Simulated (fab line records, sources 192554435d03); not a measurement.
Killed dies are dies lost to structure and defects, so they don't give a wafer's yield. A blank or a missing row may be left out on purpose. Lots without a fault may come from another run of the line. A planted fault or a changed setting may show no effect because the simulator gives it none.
Which tool did it? | flow n5_finfet | 12 lots, 36 wafers sampled, at 3 steps of a route of 1938

WHAT THE GAUGES READ, wafer by wafer
N5_BEOL_M2_RS_MEAS_58: measures by four-point-probe.
lot  | measured     | on            | M2_RS (ohm/sq)
L075 | day 6 22:42  | film_metro-01 | 0.638 0.635 0.678
L077 | day 7 18:38  | film_metro-02 | 0.620 0.664 0.703
L079 | day 7 23:25  | film_metro-02 | 0.708 0.650 0.693
L081 | day 8 21:54  | film_metro-02 | 0.671 0.651 0.646
L083 | day 9 02:07  | film_metro-02 | 0.730 0.626 0.651
L085 | day 9 17:07  | film_metro-01 | 0.636 0.674 0.659
L087 | day 10 07:18 | film_metro-02 | 0.643 0.659 0.634
L089 | day 11 07:28 | film_metro-02 | 0.630 0.652 0.628
L091 | day 11 11:51 | film_metro-02 | 0.686 0.650 0.641
L092 | day 11 18:13 | film_metro-02 | 0.689 0.634 0.630
L094 | day 12 08:39 | film_metro-01 | 0.696 0.724 0.701
L096 | day 13 11:06 | film_metro-01 | 0.655 0.710 0.686

WHICH TOOL RAN EACH LOT (tool, then ch and the chambers of the sampled wafers, then the start)
lot  | N5_BEOL_M2_SPUTTER_90        | N5_BEOL_M2_ANNEAL_93
L075 | pvd_sputter-01, day 6 20:55  | pvd_sputter-01, day 6 21:13
L077 | pvd_sputter-02, day 7 16:44  | pvd_sputter-02, day 7 17:02
L079 | pvd_sputter-01, day 7 21:41  | pvd_sputter-01, day 7 21:59
L081 | pvd_sputter-01, day 8 20:06  | pvd_sputter-01, day 8 20:24
L083 | pvd_sputter-03, day 9 00:24  | pvd_sputter-03, day 9 00:42
L085 | pvd_sputter-03, day 9 15:16  | pvd_sputter-03, day 9 15:34
L087 | pvd_sputter-03, day 10 05:35 | pvd_sputter-03, day 10 05:53
L089 | pvd_sputter-02, day 11 05:14 | pvd_sputter-02, day 11 05:32
L091 | pvd_sputter-03, day 11 09:41 | pvd_sputter-03, day 11 09:59
L092 | pvd_sputter-01, day 11 16:09 | pvd_sputter-01, day 11 16:29
L094 | pvd_sputter-03, day 12 06:41 | pvd_sputter-03, day 12 06:59
L096 | pvd_sputter-02, day 12 19:40 | pvd_sputter-02, day 12 19:58
- N5_BEOL_M2_SPUTTER_90: material Cu, target thk 4.5 nm, time 8.29 s.
- N5_BEOL_M2_ANNEAL_93: time 240 s.

THE ANSWER, worked out from the rows above alone
Rule: what is usual is taken from the lots themselves. Put in order of their means at a reading, lots are off if they are a third of the lots or fewer, leave a main group of 4 or more, and stand apart from it by a gap of 3 or more times the standard deviation of the main group's means; of several such gaps the widest counts. A main group whose means are all the same, to the digits that the tables above print for the reading, isn't used. A lot without any number at a reading at which 4 lots or more have one is off too. The other lots that the step has rows for count as sound.
No lot is off at any reading shown: from this, nothing can be told.

WHAT THE SIMULATOR HAD PUT IN
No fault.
